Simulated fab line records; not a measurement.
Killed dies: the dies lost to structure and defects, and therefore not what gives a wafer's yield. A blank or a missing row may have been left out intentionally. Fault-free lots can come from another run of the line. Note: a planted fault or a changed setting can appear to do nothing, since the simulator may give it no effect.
Comparing a struck lot with a sound one / flow nand-harc / 15 steps out of a route of 1302
Sound: wafers L624.3, L624.5, L624.6. Wafers struck: L607.3, L607.4, L607.5. The cause comes at the end.
Each step with rows lists, per side, the tool, then ch with its chambers, then its first start. Under that, the readings that differ: sound wafers / struck wafers / difference of the means / sigmas: that difference in standard deviations of wafers without a fault.
alike: readings whose means differ by less than 2 such deviations, and words and numbers that are the same on both sides. not compared: withheld readings, readings that some wafer has no value for, bounds like >300 that may hide the same value, and numbers for which the record gives no deviation and whose values overlap.
The two part at a step that has a row with sigmas, a row that says differs or no value, or rows on one side only. Numbers that don't overlap but have no deviation are shown without sigmas and don't part them. Lack of a reading on every wafer of one side parts them only where that side has two or more wafers.

first, 5 steps without rows for these wafers: NHARC_A_CONTACT_SOFTBAKE_64 (time 55 s); NHARC_A_CONTACT_EBR_65; NHARC_A_CONTACT_EXPOSE_66 (exposes mask A CC 2); NHARC_A_CONTACT_PEB_67 (peb time 65 s); NHARC_A_CONTACT_DEVELOP_68 (develop time 35 s).
NHARC_A_CONTACT_CD_MEAS_69: the cd target is 300 nm.
  sound on cd-sem-03 ch 0, day 30 06:35; struck on cd-sem-02 ch 0, day 23 16:13
  alike: cd-nm
NHARC_A_CONTACT_OVL_MEAS_70:
  sound on overlay-01, day 30 06:41; struck on overlay-02, day 23 16:18
  alike: overlay-x-nm, overlay-y-nm
NHARC_A_CONTACT_INSPECT_71:
  sound on defect-inspect-02, day 30 06:43; struck on defect-inspect-02, day 23 16:20
  alike: raw-defect-count
NHARC_A_CONTACT_DESCUM_74: chemistry O2, time 3 s.
  sound on rie-diel-03 ch 1,2, day 30 06:47; struck on rie-diel-03 ch 0,3, day 23 16:24
  alike: drypump-motor-current-A, oes-product-au, rf-vpp-V, showerhead-plenum-p-Torr, throttle-valve-pct
  not compared: rf-hours-counter-h
NHARC_A_CONTACT_ETCH_75: etches the open film in CF4, target depth 39 nm, time 65 s.
  sound on rie-diel-03 ch 1,2,3, day 30 06:52; struck on rie-diel-03 ch 0,1,2, day 23 16:29
  alike: bias-w, cf4-flow-sccm, drypump-motor-current-A, oes-product-au, rf-vpp-V, showerhead-plenum-p-Torr, throttle-valve-pct
  not compared: rf-hours-counter-h
NHARC_A_CONTACT_ETCH_76: etches the open film in N2/H2, target depth 260 nm, time 475.3 s.
  sound: rie-diel-03 ch 0,1,3; struck: rie-diel-03 ch 0,1
  alike: bias-w, chamber-pressure-mTorr, drypump-motor-current-A, h2-flow-sccm, oes-product-au, rf-vpp-V, showerhead-plenum-p-Torr, throttle-valve-pct
  not compared: rf-hours-counter-h
NHARC_A_CONTACT_ETCH_77: etches the open film in CF4/CHF3, target depth 108.9 nm, time 54.5 s.
  sound: rie-diel-03 ch 1,2; struck: rie-diel-03 ch 1,2,3
  alike: bias-w, cf4-flow-sccm, drypump-motor-current-A, oes-product-au, rf-vpp-V, showerhead-plenum-p-Torr, throttle-valve-pct
  not compared: rf-hours-counter-h
NHARC_A_CONTACT_ETCH_78: etches the open film in O2/COS, target depth 5300 nm, time 1378 s.
  sound on rie-diel-03 ch 0,2,3, day 30 07:40; struck on rie-diel-03 ch 1,2, day 23 17:02
  no value came back on the struck wafers for any of 7 readings (bias-w (W), chamber-pressure-mTorr (mTorr) and others); on the sound wafers bias-w (W) reads 299.6 300.2 298.8
  not compared: rf-hours-counter-h
NHARC_A_CONTACT_ETCH_124: etches the open film in C4F8/O2/Ar, time 140 s, target depth 700 nm.
  sound on har-cap-etch-01 ch 0,1, day 30 08:23; struck on har-cap-etch-01 ch 0,1, day 23 18:02
  alike: chamber-pressure-mTorr, oes-air-line-au
  not compared: rf-hours-counter-h
-- jump in the record: it breaks off in module A_CONTACT and resumes in module END (first step shown: number 1302 of the route), and 3 days separate the struck wafers' starts before and after --
NHARC_END_SORT_01:
  here the record holds rows for the struck wafers (prober-02 ch 0, day 26 06:41) but none for the sound ones

WHERE THEY PART
At NHARC_A_CONTACT_ETCH_78 first; at NHARC_END_SORT_01 last (within this record only).

WHY: whatever the simulator had introduced
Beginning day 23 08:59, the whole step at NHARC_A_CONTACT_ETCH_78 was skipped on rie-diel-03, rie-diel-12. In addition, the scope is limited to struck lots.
